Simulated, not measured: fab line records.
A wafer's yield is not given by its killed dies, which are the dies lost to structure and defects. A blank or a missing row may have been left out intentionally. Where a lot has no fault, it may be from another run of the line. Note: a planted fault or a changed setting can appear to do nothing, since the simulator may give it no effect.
Split-lot experiment -- flow n5-finfet -- on a route of 1938 steps: 7 lots, 39 wafers read

== ABOUT THE SPLIT ==
At N5_DUMMY_GATE_ETCH_42 (etches SiO2 in CHF3/O2, target depth 3.5 nm, time 31 s), the setting bias-w was moved away from the recipe's 12 W on 12 of the 39 wafers read, by -17.9% to +17.4%. For the rest of the wafers, this setting stayed at what the recipe calls for.

The reading is taken at the split's own step.

== THE READING ==
rf-vpp-V, in V, at N5_DUMMY_GATE_ETCH_42 (etches SiO2 in CHF3/O2, target depth 3.5 nm, time 31 s). Typical for fault-free wafers on this fab line: 42.3 V, with standard deviation 0.87 V.

wafer,"tool, chamber at the split","bias-w as run, W",against the recipe,"rf-vpp-V, V",against lot-mates on the recipe
L076.3,"rie-diel-02, 2",12,recipe,43.4,-
L076.4,"rie-diel-02, 0",12,recipe,43.8,-
L076.6,"rie-diel-02, 2",12,recipe,43.5,-
L082.1,"rie-diel-03, 3",12,recipe,41.6,-
L082.2,"rie-diel-03, 0",10.48,-12.7%,38.8,-2.7
L082.3,"rie-diel-03, 2",10.48,-12.7%,38.6,-2.9
L082.4,"rie-diel-03, 3",12,recipe,41.1,-
L082.5,"rie-diel-03, 2",10.48,-12.7%,37.0,-4.5
L082.6,"rie-diel-03, 0",12,recipe,41.8,-
L083.1,"rie-diel-03, 3",12,recipe,41.2,-
L083.2,"rie-diel-03, 0",12,recipe,42.1,-
L083.3,"rie-diel-03, 2",14.09,+17.4%,46.9,+5.0
L083.4,"rie-diel-03, 0",14.09,+17.4%,46.3,+4.4
L083.5,"rie-diel-03, 3",14.09,+17.4%,46.0,+4.1
L083.6,"rie-diel-03, 2",12,recipe,42.4,-
L086.1,"rie-diel-03, 2",9.857,-17.9%,36.5,-6.1
L086.2,"rie-diel-03, 1",9.857,-17.9%,37.5,-5.1
L086.3,"rie-diel-03, 0",12,recipe,42.3,-
L086.4,"rie-diel-03, 1",12,recipe,43.2,-
L086.5,"rie-diel-03, 0",9.857,-17.9%,35.2,-7.4
L086.6,"rie-diel-03, 2",12,recipe,42.3,-
L089.1,"rie-diel-06, 1",12,recipe,42.4,-
L089.2,"rie-diel-06, 3",12,recipe,42.2,-
L089.3,"rie-diel-06, 2",12,recipe,43.6,-
L089.4,"rie-diel-06, 0",12,recipe,40.9,-
L089.5,"rie-diel-06, 0",12,recipe,41.1,-
L089.6,"rie-diel-06, 1",12,recipe,42.5,-
L090.1,"rie-diel-06, 3",12,recipe,42.6,-
L090.2,"rie-diel-06, 0",12,recipe,42.1,-
L090.3,"rie-diel-06, 1",10.48,-12.7%,39.6,-2.9
L090.4,"rie-diel-06, 2",12,recipe,42.7,-
L090.5,"rie-diel-06, 2",10.48,-12.7%,37.8,-4.7
L090.6,"rie-diel-06, 3",10.48,-12.7%,37.2,-5.3
L093.1,"rie-diel-03, 3",12,recipe,43.1,-
L093.2,"rie-diel-03, 1",12,recipe,43.6,-
L093.3,"rie-diel-03, 2",12,recipe,42.3,-
L093.4,"rie-diel-03, 0",12,recipe,42.9,-
L093.5,"rie-diel-03, 3",12,recipe,43.4,-
L093.6,"rie-diel-03, 0",12,recipe,41.9,-

FIT RESULTS
A straight line over all 39 wafers: rf-vpp-V changes by +0.296 V for each +1% of bias-w; r = +0.94; the points scatter about the line by 0.93 V.
The same after taking each lot's own level away (the mean of its wafers on the recipe; 39 wafers): +0.3 V for each +1%; r = +0.96; scatter 0.76 V.
Per that fit: largest bias-w move, reading shift of 5.4 V.
From 41.50 to 43.57 V: that is the span of the lots' own levels, equal to 2.4 times the standard deviation above.
The two slopes are in agreement: the lot-to-lot level therefore moves the slope only a little.
Check: with one of the wafers moved furthest among these (-17.9%) left out of the fit, the line predicts -5.39 V for it against its lot-mates. It came out at -6.1 V against them.
Tool readings at the split's step, against how far the setting was moved: rf-vpp-V r = +0.94.

== OTHER SPLITS ON THESE WAFERS ==
Other splits were also applied to these wafers ahead of the reading. Each is held against what the fit with the lots' levels taken away leaves over:
other split on the same wafers,wafers away from the commonest value,r with rf-vpp-V (lot level and that fit taken away)
N5_PMOS_HMC_CHANNEL_EPI_FIN_RECESS_16 time-s,15,-0.20
N5_FIN_SAQP_ALD_61 temp-c,15,+0.02
N5_FIN_CUT_CUT_ETCH_26 time-s,15,+0.12
N5_DUMMY_GATE_ETCH_31 target-depth-a,18,+0.09
N5_DUMMY_GATE_ETCH_32 time-s,9,-0.13

== FILE'S OWN FIT ==
rf-vpp-V changes by +0.302 V for each +1% of bias-w, r = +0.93.
